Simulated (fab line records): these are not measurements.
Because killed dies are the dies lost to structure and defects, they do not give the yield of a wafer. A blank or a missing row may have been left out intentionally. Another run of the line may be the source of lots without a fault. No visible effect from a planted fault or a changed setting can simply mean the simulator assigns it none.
Chamber matching | flow nandHarc | NHARC_A_SLIT_ETCH_24 on rieDiel-10: 4 sister chambers
The step etches the open film in CF4/CHF3, target depth 121 nm, time 60.5 s. 4 wafers are shown with their chamber, then 9 later ones without.

EACH WAFER AND ITS CHAMBER
wafer  | chamber | showerheadPlenumPTorr (Torr)
L900.5 | 2       | 1.56
L903.2 | 1       | 1.64
L903.4 | 3       | 1.49
L903.6 | 0       | 1.65

WAFERS MISSING THEIR CHAMBER
wafer  | showerheadPlenumPTorr (Torr)
L904.2 | 1.49
L904.3 | 1.65
L904.4 | 1.64
L908.1 | 1.49
L908.4 | 1.64
L908.5 | 1.65
L911.4 | 1.64
L911.5 | 1.55
L911.6 | 1.49

EACH ONE'S CHAMBER
wafer  | from the rows above | in truth
L904.2 | 3                   | 3
L904.3 | 0                   | 0
L904.4 | 1                   | 1
L908.1 | 3                   | 3
L908.4 | 1                   | 1
L908.5 | 0                   | 0
L911.4 | 1                   | 1
L911.5 | 2                   | 2
L911.6 | 3                   | 3
Correctly placed: 9 of 9. Can't be placed from these rows: 0. Wrongly placed: 0.
How it was worked out, from the rows above alone: a wafer's distance from a chamber is the root of the sum, over the readings, of the square of ((its reading less the chamber's mean) divided by the reading's scatter). If the next closest chamber is less than 2 further off than the closest, the wafer can't be placed; otherwise it belongs to the closest. The mean given for a chamber averages the wafers shown for that chamber. The scatter: root of mean squared gap, hidden wafer to nearest shown wafer, with one shown wafer a chamber.
